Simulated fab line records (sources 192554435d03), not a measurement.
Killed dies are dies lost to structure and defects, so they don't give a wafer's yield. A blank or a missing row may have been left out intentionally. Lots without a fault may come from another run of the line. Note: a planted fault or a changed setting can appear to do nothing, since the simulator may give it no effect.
fab line records	flow n5_finfet
record lots=7	wafers=39
route steps=1938 shown FIN_CUT@173 SD_EPI_N@273 GATE_CUT@510 BEOL_M0_SAQP@676 BEOL_M0_CUTY@711 BEOL_M0@715 BEOL_M3@969
start_h: start of the lot's first displayed wafer, in hours after the record's first day	wait_h: hours from the lot's prior step to this one	" identical to the entry in the row above	L1.1+2: a single row standing in for several wafers	- no value, or no start was given	* or withheld: withheld	< > ~ a bound
route shown NAME@n: names a module that has steps shown in the file, with the first one's number in the route	usual: mean/standard deviation of fault-free wafers	same: alike in all rows	chamber/n: place in a boat	sites: each site's reading	_std_site: how widely they spread, as a standard deviation	_edge_site: inner sites' mean taken away from outer sites' mean	radius_mm: how far each site lies from the wafer's centre	mask NAME#n: copy n	behind: the most recent tool/chamber to have shaped the wafer	hold: why the lot was held/for how many hours/how that ended	device: whichever transistor did not switch (one of n, p or np)	end of line: at the end of the route, the tests of the same wafers	where a step has no rows: the recipe by itself	killed: the dies lost at the first sort to structure and to defects; this is not the yield of the wafer	map: the dies of a wafer, with x for killed, . for not killed, _ for no die there
set.NAME: setting as actually run; set.NAME@STEP: the setting as run at that earlier step	model.NAME: the simulator's own value behind a step, which no gauge read
lots where settings were altered on purpose, with a table for each step and a row for each wafer
## steps
# step N5_FIN_CUT_CUT_ETCH_26
# recipe chemistry=CH3F/O2	target=SiNx	target_depth_a=390	mask_material=SOC	time_s=55.7	pressure_mtorr=30	source_w=395	bias_w=73	Ar_flow_sccm=150	CH3F_flow_sccm=30	O2_flow_sccm=20	ion_energy_ev=120
lot.wafer	tool	chamber	start_h	wait_h	set.time_s	model.etch.depth_nm	model.SOC_of_FIN_CUT_COAT_18.thk_nm
L074.1	rie_diel-01	3	28.15	0.0	55.7	36.92	213
L074.2	"	0	"	"	46.28	33.27	215
L074.3	"	2	"	"	55.7	39.73	211.6
L074.4	"	1	"	"	55.7	38.4	212.2
L074.5	"	2	"	"	46.28	33.03	214.4
L074.6	"	3	"	"	46.28	30.55	215
L075.1	rie_diel-03	3	34.16	0.0	55.7	36.79	212.8
L075.2	"	2	"	"	68.84	48.39	207.2
L075.3	"	0	"	"	55.7	38.07	212.8
L075.4	"	1	"	"	68.84	47.06	208
L075.5	"	3	"	"	68.84	45.99	209
L075.6	"	0	"	"	55.7	38.11	212
L077.1	rie_diel-02	2	45.63	0.0	24.81	17.6	222.4
L077.2	"	3	"	"	55.7	39.78	212
L077.3	"	1	"	"	55.7	37.91	212.6
L077.4	"	0	"	"	55.7	40.01	211.4
L077.5	"	0	"	"	24.81	17.94	223
L077.6	"	3	"	"	24.81	17.99	223.6
L087.1	rie_diel-02	0	105.08	0.0	55.7	39.51	211.6
L087.2	"	2	"	"	55.7	39.42	212
L087.3	"	1	"	"	55.7	37.62	212.4
L087.4	"	3	"	"	55.7	39.69	211.6
L087.5	"	3	"	"	55.7	39.34	211.8
L087.6	"	2	"	"	55.7	39.26	211.4
L091.1	rie_diel-02	1	130.43	0.0	55.7	37.95	212
L091.2	"	0	"	"	55.7	40.86	210.6
L091.3	"	3	"	"	55.7	40.3	211
L091.4	"	2	"	"	55.7	40.01	211.2
L091.5	"	3	"	"	55.7	39.92	211.2
L091.6	"	0	"	"	55.7	40.43	210.6
L094.1	rie_diel-03	0	148.20	0.0	55.7	37.63	212.2
L094.2	"	2	"	"	55.7	39.08	211.4
L094.3	"	3	"	"	55.7	37.69	212.2
L094.4	"	0	"	"	55.7	38.03	211.6
L094.5	"	3	"	"	55.7	37.76	211.8
L094.6	"	2	"	"	55.7	38.98	211.4
L095.2	rie_diel-02	0	153.28	0.0	55.7	40.11	211.8
L095.4	"	2	"	"	55.7	39.68	211.2
L095.6	"	2	"	"	55.7	39.38	211
# step N5_FIN_CUT_CUT_ETCH_27
# recipe chemistry=CHF3/O2	target=SiO2	target_depth_a=40	mask_material=SOC	overetch_a=20	time_s=4.9	pressure_mtorr=30	source_w=650	bias_w=170	Ar_flow_sccm=200	CHF3_flow_sccm=50	O2_flow_sccm=5	ion_energy_ev=200
# step N5_FIN_CUT_PRECLEAN_35
# recipe time_s=13.3	temp_c=45	pressure_torr=125	p_hf_torr=3	p_coreactant_torr=25	chemistry=vHF
# step N5_FIN_CUT_CUT_ETCH_15
# recipe chemistry=HBr/Cl2/O2	target=Si	target_depth_a=1000	bt_time_s=10	mask_material=SOC	time_s=42.4	ion_energy_ev=*	bias_w=*	pressure_mtorr=10	icp_w=800	HBr_flow_sccm=150	Cl2_flow_sccm=80	O2_flow_sccm=12
lot.wafer	tool	chamber	start_h	wait_h	set.time_s@FIN_CUT_CUT_ETCH_26	model.SOC_of_FIN_CUT_COAT_18.thk_nm
L074.1	rie_si-04	0	28.35	0.1	55.7	172.8
L074.2+5	"	3,2	"	"	46.28	172.4
L074.3	"	1	"	"	55.7	171
L074.4	"	2	"	"	55.7	170.4
L074.6	"	1	"	"	46.28	174.6
L075.1	rie_si-04	1	34.36	0.1	55.7	172.2
L075.2	"	3	"	"	68.84	164.4
L075.3+6	"	2,0	"	"	55.7	171
L075.4	"	0	"	"	68.84	167
L075.5	"	3	"	"	68.84	166.6
L077.1	rie_si-04	1	45.83	0.1	24.81	181.6
L077.2+3	"	2,3	"	"	55.7	170.4
L077.4	"	0	"	"	55.7	170.6
L077.5	"	2	"	"	24.81	181
L077.6	"	1	"	"	24.81	182.8
L087.1	rie_si-02	1	105.28	0.1	55.7	170.2
L087.2	"	3	"	"	55.7	172.6
L087.3	"	0	"	"	55.7	172
L087.4	"	2	"	"	55.7	169.2
L087.5	"	1	"	"	55.7	170.4
L087.6	"	0	"	"	55.7	170.8
L091.1	rie_si-01	0	130.68	0.1	55.7	169.8
L091.2	"	2	"	"	55.7	167.8
L091.3	"	3	"	"	55.7	168.4
L091.4	"	3	"	"	55.7	168.6
L091.5	"	2	"	"	55.7	169
L091.6	"	0	"	"	55.7	168
L094.1	rie_si-01	3	148.39	0.1	55.7	170.2
L094.2+4+5	"	0,2,2	"	"	55.7	170
L094.3	"	1	"	"	55.7	171.8
L094.6	"	3	"	"	55.7	169.2
L095.2	rie_si-02	2	153.53	0.1	55.7	168.8
L095.4	"	3	"	"	55.7	171.8
L095.6	"	3	"	"	55.7	171.6
# step N5_SD_EPI_N_DESCUM_14
# recipe chemistry=O2	time_s=7.9	source_power_w=50	bias_power_w=20	pressure_mtorr=20	rf_frequency_hz=2.712e+07	temp_c=40	resist=CAR-ArF-block	o2_flow_sccm=225
lot.wafer	tool	chamber	start_h	wait_h	set.time_s	model.CAR-ArF-block_of_SD_EPI_N_COAT_03.thk_nm
L074.1+2	rie_diel-05	1,0	48.73	0.0	11.29	141.2
L074.3	"	3	"	"	11.29	142
L074.4+5+6	"	0,1,3	"	"	7.9	144
L075.1	rie_diel-04	2	55.58	0.5	4.248	145.6
L075.2+5	"	1,3	"	"	4.248	145.2
L075.3+4	"	0,3	"	"	7.9	143.2
L075.6	"	0	"	"	7.9	142.4
L077.1	rie_diel-04	2	67.97	1.3	7.9	144.6
L077.2	"	1	"	"	9.482	142.6
L077.3	"	0	"	"	7.9	144
L077.4	"	3	"	"	9.482	143
L077.5	"	1	"	"	7.9	143.8
L077.6	"	2	"	"	9.482	142.8
L087.1	rie_diel-04	3	126.67	0.1	12.36	141.4
L087.2+5	"	1,0	"	"	7.9	143.6
L087.3	"	2	"	"	7.9	143.8
L087.4	"	0	"	"	12.36	140.8
L087.6	"	1	"	"	12.36	140.2
L091.1	rie_diel-05	0	152.52	0.0	11.48	140.8
L091.2	"	3	"	"	7.9	143
L091.3	"	1	"	"	11.48	141.4
L091.4	"	2	"	"	7.9	143.8
L091.5	"	1	"	"	7.9	143.2
L091.6	"	2	"	"	11.48	141.6
L094.1+5+6	rie_diel-05	3,2,3	168.88	0.3	7.9	144.2
L094.2+4	"	1,2	"	"	4.529	146.4
L094.3	"	0	"	"	4.529	146
L095.2+6	rie_diel-04	0,1	174.64	0.2	7.9	143.8
L095.4	"	0	"	"	7.9	144
# step N5_SD_EPI_N_ETCH_34
# recipe chemistry=CF4	target=SiARC	target_depth_a=455	mask_material=CAR-ArF-block	time_s=75.8	ion_energy_ev=80	pressure_mtorr=40	source_w=545	bias_w=36	Ar_flow_sccm=100	cf4_flow_sccm=100	ends=cleared
lot.wafer	tool	chamber	start_h	wait_h	set.time_s@SD_EPI_N_DESCUM_14	model.CAR-ArF-block_of_SD_EPI_N_COAT_03.thk_nm
L074.1+2	rie_diel-05	1,0	48.77	0.0	11.29	108.8
L074.3	"	3	"	"	11.29	109.6
L074.4+5+6	"	0,1,3	"	"	7.9	111.4
L075.1	rie_diel-04	2	55.62	0.0	4.248	113
L075.2+5	"	1,3	"	"	4.248	112.6
L075.3+4	"	0,3	"	"	7.9	110.6
L075.6	"	0	"	"	7.9	110
L077.1	rie_diel-04	2	68.00	0.0	7.9	112
L077.2	"	1	"	"	9.482	109.8
L077.3	"	0	"	"	7.9	111.4
L077.4	"	3	"	"	9.482	110.4
L077.5	"	1	"	"	7.9	111.2
L077.6	"	2	"	"	9.482	110.2
L087.1	rie_diel-04	3	126.71	0.0	12.36	108.6
L087.2+5	"	1,0	"	"	7.9	111
L087.3	"	2	"	"	7.9	111.2
L087.4	"	0	"	"	12.36	108.2
L087.6	"	1	"	"	12.36	107.6
L091.1	rie_diel-05	0	152.56	0.0	11.48	108.2
L091.2	"	3	"	"	7.9	110.4
L091.3	"	1	"	"	11.48	108.8
L091.4	"	2	"	"	7.9	111.2
L091.5	"	1	"	"	7.9	110.6
L091.6	"	2	"	"	11.48	109
L094.1+5+6	rie_diel-05	3,2,3	168.92	0.0	7.9	111.6
L094.2+4	"	1,2	"	"	4.529	113.8
L094.3	"	0	"	"	4.529	113.2
L095.2+6	rie_diel-04	0,1	174.68	0.0	7.9	111.2
L095.4	"	0	"	"	7.9	111.4
# step N5_GATE_CUT_ALD_22
# recipe material=SiNx	target_thk_a=160	temp_c=400	ald_precursor_family=SiH2I2	ald_co_reactant=N2/H2-plasma	pulse_time_s=1	ald_cycles=320	purge_time_s=2	co_reactant_purge_time_s=2	pressure_torr=2
lot.wafer	tool	chamber	start_h	wait_h	set.ald_cycles	model.SiNx_of_GATE_CUT_ALD_22.thk_nm
L074.1+2+3+5+6	ald_sin-04	1,3,2,1,0	87.79	0.6	320	16
L074.4	"	0	"	"	320	15.8
L075.1+6	ald_sin-04	2	89.98	0.0	320	16.2
L075.2	"	1	"	"	320	16
L075.3	"	0	"	"	269	13.4
L075.4+5	"	3	"	"	269	13.6
L077.1+4	ald_sin-03	1,2	102.36	0.1	320	16.2
L077.2+3+5+6	"	3,0,0,1	"	"	320	16
L087.1+4	ald_sin-04	3,0	161.99	0.2	402	20.2
L087.2+5+6	"	2,1,2	"	"	320	16.2
L087.3	"	1	"	"	402	20.4
L091.1+3+6	ald_sin-01	1,0,3	187.02	0.1	320	16
L091.2+4+5	"	3,2,2	"	"	320	15.8
L094.1+2+6	ald_sin-01	1,0,0	205.80	0.0	409	20.6
L094.3+4+5	"	3,2,3	"	"	320	16
L095.2	ald_sin-04	2	209.47	0.0	320	16.2
L095.4+6	"	0	"	"	320	16
# step N5_BEOL_M0_SAQP_SPACER2_ALD_26
# recipe material=SiO2	target_thk_a=150	temp_c=300	ald_precursor_family=BDEAS	ald_co_reactant=O2-plasma	pulse_time_s=1	purge_time_s=2	co_reactant_purge_time_s=2	pressure_torr=2
lot.wafer	tool	chamber	start_h	wait_h	set.target_thk_a	model.SiO2_of_BEOL_M0_SAQP_SPACER2_ALD_26.thk_nm
L074.1+2+6	ald_sin-03	2,1,3	114.89	0.6	178.1	17.6
L074.3+5	"	3,2	"	"	150	14.8
L074.4	"	0	"	"	150	15
L075.1+4	ald_sin-03	3,0	117.14	0.1	150	15
L075.2	"	1	"	"	150	14.8
L075.3+5+6	"	2,1,0	"	"	82.19	8.2
L077.1+4	ald_sin-01	1,3	129.19	0.2	87.81	8.8
L077.2+5+6	"	2,2,3	"	"	150	15
L077.3	"	0	"	"	87.81	8.6
L087.1+2+3	ald_sin-02	2,0,1	189.78	0.9	150	15
L087.4+5+6	"	3,3,0	"	"	232.1	23.2
L091.1+2+3	ald_sin-02	2,3,1	210.97	0.1	185.7	18.6
L091.4+5	"	0,1	"	"	150	15
L091.6	"	0	"	"	150	14.8
L094.1	ald_sin-01	1	241.31	1.4	97.86	9.8
L094.2+5	"	0	"	"	150	15
L094.3+4	"	2,3	"	"	97.86	10
L094.6	"	3	"	"	150	15.2
L095.2	ald_sin-02	0	241.65	1.6	150	14.8
L095.4+6	"	1	"	"	150	15
# step N5_BEOL_M0_SAQP_SPACER2_ETCHBACK_27
# recipe chemistry=CHF3/O2	mode=anisotropic_etchback	target=SiO2	target_depth_a=225	time_s=11.25	pressure_mtorr=30	source_w=650	bias_w=170	Ar_flow_sccm=200	CHF3_flow_sccm=50	O2_flow_sccm=5	ion_energy_ev=200
# step N5_BEOL_M0_SAQP_MANDREL2_REMOVE_110
# recipe chemistry=HBr/Cl2/O2	bt_time_s=10	target=a-Si	stop_on=SiCN	endpoint=OES-SiCl	over_etch_frac=1	icp_w=600	bias_w=30	HBr_flow_sccm=150	Cl2_flow_sccm=80	O2_flow_sccm=5	pressure_mtorr=10
lot.wafer	tool	chamber	start_h	wait_h	set.target_thk_a@BEOL_M0_SAQP_SPACER2_ALD_26	model.BEOL_M0_SAQP.cd_nm
L074.1	rie_si-04	0	115.81	0.1	178.1	17.6
L074.2+6	"	1	"	"	178.1	17.8
L074.3+5	"	2,0	"	"	150	14.8
L074.4	"	3	"	"	150	14.6
L075.1	rie_si-04	0	117.81	0.1	150	14.8
L075.2+4	"	1,2	"	"	150	15
L075.3	"	3	"	"	82.19	7.8
L075.5+6	"	0,3	"	"	82.19	8
L077.1	rie_si-04	1	129.83	0.1	87.81	9
L077.2+6	"	2,0	"	"	150	15
L077.3	"	0	"	"	87.81	8.4
L077.4	"	3	"	"	87.81	8.8
L077.5	"	1	"	"	150	15.2
L087.1+3	rie_si-02	2,3	190.41	0.1	150	15.2
L087.2	"	1	"	"	150	15
L087.4+6	"	0,3	"	"	232.1	23.2
L087.5	"	2	"	"	232.1	23.4
L091.1+2+3	rie_si-02	0,2,1	211.61	0.1	185.7	18.6
L091.4+5+6	"	3,2,3	"	"	150	15
L094.1	rie_si-02	0	241.95	0.1	97.86	9.8
L094.2	"	2	"	"	150	15
L094.3	"	1	"	"	97.86	10
L094.4	"	3	"	"	97.86	10.2
L094.5+6	"	3,0	"	"	150	15.2
L095.2+4	rie_si-04	1,2	242.29	0.1	150	15
L095.6	"	0	"	"	150	14.8
# step N5_BEOL_M0_SAQP_CD_MEAS_29
# recipe target_cd_nm=14.4	landing_energy_ev=1000	detector=se_inlens
# usual cd_nm=14.99/0.25
lot.wafer	tool	chamber	start_h	wait_h	set.target_thk_a@BEOL_M0_SAQP_SPACER2_ALD_26	cd_nm
L074.1	cd_sem-02	0	115.91	0.1	178.1	17.38
L074.2	"	0	"	"	178.1	17.87
L074.3	"	0	"	"	150	14.88
L074.4	"	0	"	"	150	14.50
L074.5	"	0	"	"	150	14.95
L074.6	"	0	"	"	178.1	18.04
L075.1	cd_sem-01	0	117.92	0.1	150	14.76
L075.2	"	0	"	"	150	14.94
L075.3	"	0	"	"	82.19	8.22
L075.4	"	0	"	"	150	15.11
L075.5	"	0	"	"	82.19	8.07
L075.6	"	0	"	"	82.19	7.82
L077.1	cd_sem-03	0	129.94	0.1	87.81	9.20
L077.2	"	0	"	"	150	15.15
L077.3	"	0	"	"	87.81	8.52
L077.4	"	0	"	"	87.81	8.64
L077.5	"	0	"	"	150	15.59
L077.6	"	0	"	"	150	15.23
L087.1	cd_sem-01	0	190.52	0.1	150	15.37
L087.2	"	0	"	"	150	15.11
L087.3	"	0	"	"	150	15.04
L087.4	"	0	"	"	232.1	23.13
L087.5	"	0	"	"	232.1	23.52
L087.6	"	0	"	"	232.1	22.96
L091.1	cd_sem-03	0	211.72	0.1	185.7	18.78
L091.2	"	0	"	"	185.7	18.73
L091.3	"	0	"	"	185.7	18.62
L091.4	"	0	"	"	150	15.22
L091.5	"	0	"	"	150	14.92
L091.6	"	0	"	"	150	14.90
L094.1	cd_sem-01	0	242.06	0.1	97.86	9.54
L094.2	"	0	"	"	150	15.10
L094.3	"	0	"	"	97.86	9.77
L094.4	"	0	"	"	97.86	10.11
L094.5	"	0	"	"	150	15.22
L094.6	"	0	"	"	150	15.56
L095.2	cd_sem-03	0	242.40	0.1	150	15.03
L095.4	"	0	"	"	150	14.83
L095.6	"	0	"	"	150	14.76
# step N5_BEOL_M0_SAQP_COAT_69
# recipe resist=SOC	temp_c=250	time_s=60	spin_rpm=1500	resist_thk_nm=90
# step N5_BEOL_M0_SAQP_COAT_72
# recipe resist=SiARC	temp_c=220	time_s=60	spin_rpm=1500	resist_thk_nm=15
# step N5_BEOL_M0_CUTY_DESCUM_61
# recipe chemistry=O2	time_s=7.9	source_power_w=50	bias_power_w=20	pressure_mtorr=20	rf_frequency_hz=2.712e+07	temp_c=40	resist=CAR-ArF-block	o2_flow_sccm=225
# step N5_BEOL_M0_CUTY_ETCH_62
# recipe chemistry=CF4	target=SiARC	mask_material=CAR-ArF-block	time_s=58.5	ion_energy_ev=80	pressure_mtorr=40	source_w=545	bias_w=36	Ar_flow_sccm=100	cf4_flow_sccm=100	ends=cleared
# step N5_BEOL_M0_CUTY_ETCH_63
# recipe chemistry=N2/H2	target=SOC	target_depth_a=827	overetch_a=165	mask_material=SiARC	temp_c=40	ion_energy_ev=200	time_s=124	pressure_mtorr=30	source_w=840	bias_w=150	n2_flow_sccm=200	h2_flow_sccm=200
lot.wafer	tool	chamber	start_h	wait_h	set.target_thk_a@BEOL_M0_SAQP_SPACER2_ALD_26	model.SiO2_of_BEOL_M0_SAQP_SPACER2_ALD_26.thk_nm
L074.1+2+6	rie_diel-04	1,2,3	118.04	0.0	178.1	9.8
L074.3+4	"	0,3	"	"	150	7
L074.5	"	2	"	"	150	7.2
L075.1+2	rie_diel-04	3,0	119.82	0.0	150	7
L075.3+5+6	"	1,3,0	"	"	82.19	1.8
L075.4	"	2	"	"	150	7.2
L077.1+3+4	rie_diel-06	2,3,3	132.06	0.0	87.81	2
L077.2+5+6	"	0,2,0	"	"	150	7.2
L087.1+2+3	rie_diel-05	3,0,1	192.56	0.0	150	7
L087.4	"	2	"	"	232.1	15.4
L087.5+6	"	0,1	"	"	232.1	15.2
L091.1	rie_diel-05	1	213.53	0.0	185.7	10.4
L091.2+3	"	2,3	"	"	185.7	10.6
L091.4+6	"	1,3	"	"	150	6.8
L091.5	"	2	"	"	150	7
L094.1+3+4	rie_diel-06	1,2,0	244.29	0.0	97.86	2.6
L094.2	"	3	"	"	150	7.2
L094.5	"	0	"	"	150	7
L094.6	"	1	"	"	150	7.4
L095.2+6	rie_diel-05	1,0	244.85	0.0	150	6.8
L095.4	"	1	"	"	150	7
# step N5_BEOL_M0_CUTY_STRIP_64
# recipe chemistry=N2/H2	temp_c=40	n2_flow_sccm=200	h2_flow_sccm=200	rf_frequency_hz=6e+07
# step N5_BEOL_M0_ETCH_138
# recipe chemistry=CH3F/O2	target_depth_a=120	target=SiCN	time_s=31.6	ion_energy_ev=120	pressure_mtorr=30	source_w=395	bias_w=75	Ar_flow_sccm=150	CH3F_flow_sccm=30	O2_flow_sccm=20	ends=cleared
lot.wafer	tool	chamber	start_h	wait_h	set.target_thk_a@BEOL_M0_SAQP_SPACER2_ALD_26	model.SiO2_of_BEOL_M0_SAQP_SPACER2_ALD_26.thk_nm
L074.1+2+6	rie_diel-04	1,2,3	118.16	0.0	178.1	7.8
L074.3+5	"	0,2	"	"	150	5
L074.4	"	3	"	"	150	5.2
L075.1+2	rie_diel-04	3,0	119.95	0.0	150	5
L075.3+5+6	"	1,3,0	"	"	82.19	0.8
L075.4	"	2	"	"	150	5.2
L077.1+3+4	rie_diel-06	2,3,3	132.18	0.0	87.81	1
L077.2+5+6	"	0,2,0	"	"	150	5.2
L087.1+2+3	rie_diel-05	3,0,1	192.68	0.0	150	5.2
L087.4	"	2	"	"	232.1	13.4
L087.5+6	"	0,1	"	"	232.1	13.2
L091.1	rie_diel-05	1	213.66	0.0	185.7	8.4
L091.2	"	2	"	"	185.7	8.8
L091.3	"	3	"	"	185.7	8.6
L091.4+6	"	1,3	"	"	150	4.8
L091.5	"	2	"	"	150	5
L094.1+3+4	rie_diel-06	1,2,0	244.42	0.0	97.86	1.2
L094.2	"	3	"	"	150	5.2
L094.5	"	0	"	"	150	5
L094.6	"	1	"	"	150	5.4
L095.2+6	rie_diel-05	1,0	244.98	0.0	150	4.8
L095.4	"	1	"	"	150	5
# step N5_BEOL_M0_HM_OPEN_105
# recipe chemistry=Cl2/BCl3	target_depth_a=120	target=TiN	ion_energy_ev=150	pressure_mtorr=10	icp_w=1000	bias_w=126	Cl2_flow_sccm=53.25	bcl3_flow_sccm=21.75	Ar_flow_sccm=25
lot.wafer	tool	chamber	start_h	wait_h	set.target_thk_a@BEOL_M0_SAQP_SPACER2_ALD_26	model.SiO2_of_BEOL_M0_SAQP_SPACER2_ALD_26.thk_nm
L074.1+6	rie_metal-02	1,0	118.35	0.2	178.1	5.4
L074.2	"	0	"	"	178.1	5.6
L074.3	"	0	"	"	150	2.6
L074.4+5	"	1	"	"	150	2.8
L075.1+2	rie_metal-02	0,1	121.38	1.4	150	2.6
L075.3+5+6	"	1,0,1	"	"	82.19	0.4
L075.4	"	0	"	"	150	3
L077.1+3+4	rie_metal-02	1,0,1	134.11	1.9	87.81	0.4
L077.2+5+6	"	0,1,0	"	"	150	2.8
L087.1+2+3	rie_metal-02	1,0,0	193.24	0.5	150	2.8
L087.4	"	1	"	"	232.1	11.2
L087.5+6	"	0,1	"	"	232.1	11
L091.1	rie_metal-03	1	216.75	3.1	185.7	6
L091.2	"	0	"	"	185.7	6.4
L091.3	"	1	"	"	185.7	6.2
L091.4+6	"	0	"	"	150	2.4
L091.5	"	1	"	"	150	2.6
L094.1+3+4	rie_metal-01	0,0,1	246.40	1.9	97.86	0.6
L094.2	"	1	"	"	150	2.8
L094.5	"	0	"	"	150	2.6
L094.6	"	1	"	"	150	3
L095.2	rie_metal-01	0	249.05	4.0	150	2.4
L095.4	"	0	"	"	150	2.6
L095.6	"	1	"	"	150	2.2
# step N5_BEOL_M3_DESCUM_33
# recipe chemistry=O2	time_s=7	source_power_w=50	bias_power_w=20	pressure_mtorr=20	rf_frequency_hz=2.712e+07	temp_c=40	resist=CAR-EUV	o2_flow_sccm=225
lot.wafer	tool	chamber	start_h	wait_h	set.time_s	model.CAR-EUV_of_BEOL_M3_COAT_22.thk_nm
L074.1+3	rie_diel-03	2,1	153.37	0.1	7	26
L074.2+6	"	3,1	"	"	3.878	27.6
L074.4	"	0	"	"	3.878	27.4
L074.5	"	0	"	"	7	25.8
L075.1+3	rie_diel-01	3,2	158.69	0.0	4.305	27.4
L075.2	"	1	"	"	4.305	27.2
L075.4+5+6	"	0,0,1	"	"	7	26
L077.1+4+5	rie_diel-01	2,1,1	165.12	0.0	7	26
L077.2+3+6	"	0,3,2	"	"	5.793	26.6
L087.1+2+4	rie_diel-03	0,3,1	228.54	0.0	8.859	25.2
L087.3+5	"	2	"	"	7	26
L087.6	"	3	"	"	7	26.2
L091.1+5	rie_diel-03	0,3	243.69	0.0	7	26.2
L091.2	"	1	"	"	7	26
L091.3+4+6	"	3,2,2	"	"	9.999	24.6
L095.2	rie_diel-02	3	275.81	0.2	7	26.2
L095.4+6	"	0	"	"	7	26
L094.1+5	rie_diel-01	3,0	281.10	0.2	9.65	24.8
L094.2	"	1	"	"	9.65	24.6
L094.3	"	2	"	"	7	26.2
L094.4+6	"	0,1	"	"	7	26
## key
split step=N5_FIN_CUT_CUT_ETCH_26	setting=time_s	stated=55.7	by=wafer
response step=N5_FIN_CUT_CUT_ETCH_26	reading=model.etch.depth_nm	change=+0.386	per=1%	r=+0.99
response step=N5_FIN_CUT_CUT_ETCH_26	reading=model.SOC_of_FIN_CUT_COAT_18.thk_nm	change=-0.194	per=1%	r=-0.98
response step=N5_FIN_CUT_CUT_ETCH_15	reading=model.SOC_of_FIN_CUT_COAT_18.thk_nm	change=-0.2	per=1%	r=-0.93
split step=N5_SD_EPI_N_DESCUM_14	setting=time_s	stated=7.9	by=wafer
response step=N5_SD_EPI_N_DESCUM_14	reading=model.CAR-ArF-block_of_SD_EPI_N_COAT_03.thk_nm	change=-0.0516	per=1%	r=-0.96
response step=N5_SD_EPI_N_ETCH_34	reading=model.CAR-ArF-block_of_SD_EPI_N_COAT_03.thk_nm	change=-0.0507	per=1%	r=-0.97
split step=N5_GATE_CUT_ALD_22	setting=ald_cycles	stated=320	by=wafer
response step=N5_GATE_CUT_ALD_22	reading=model.SiNx_of_GATE_CUT_ALD_22.thk_nm	change=+0.162	per=1%	r=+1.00
split step=N5_BEOL_M0_SAQP_SPACER2_ALD_26	setting=target_thk_a	stated=150	by=wafer
response step=N5_BEOL_M0_SAQP_SPACER2_ALD_26	reading=model.SiO2_of_BEOL_M0_SAQP_SPACER2_ALD_26.thk_nm	change=+0.15	per=1%	r=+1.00
response step=N5_BEOL_M0_SAQP_MANDREL2_REMOVE_110	reading=model.BEOL_M0_SAQP.cd_nm	change=+0.151	per=1%	r=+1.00
response step=N5_BEOL_M0_SAQP_CD_MEAS_29	reading=cd_nm	change=+0.153	per=1%	r=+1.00
response step=N5_BEOL_M0_CUTY_ETCH_63	reading=model.SiO2_of_BEOL_M0_SAQP_SPACER2_ALD_26.thk_nm	change=+0.136	per=1%	r=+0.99
response step=N5_BEOL_M0_ETCH_138	reading=model.SiO2_of_BEOL_M0_SAQP_SPACER2_ALD_26.thk_nm	change=+0.122	per=1%	r=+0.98
response step=N5_BEOL_M0_HM_OPEN_105	reading=model.SiO2_of_BEOL_M0_SAQP_SPACER2_ALD_26.thk_nm	change=+0.0984	per=1%	r=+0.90
split step=N5_BEOL_M3_DESCUM_33	setting=time_s	stated=7	by=wafer
response step=N5_BEOL_M3_DESCUM_33	reading=model.CAR-EUV_of_BEOL_M3_COAT_22.thk_nm	change=-0.0352	per=1%	r=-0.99
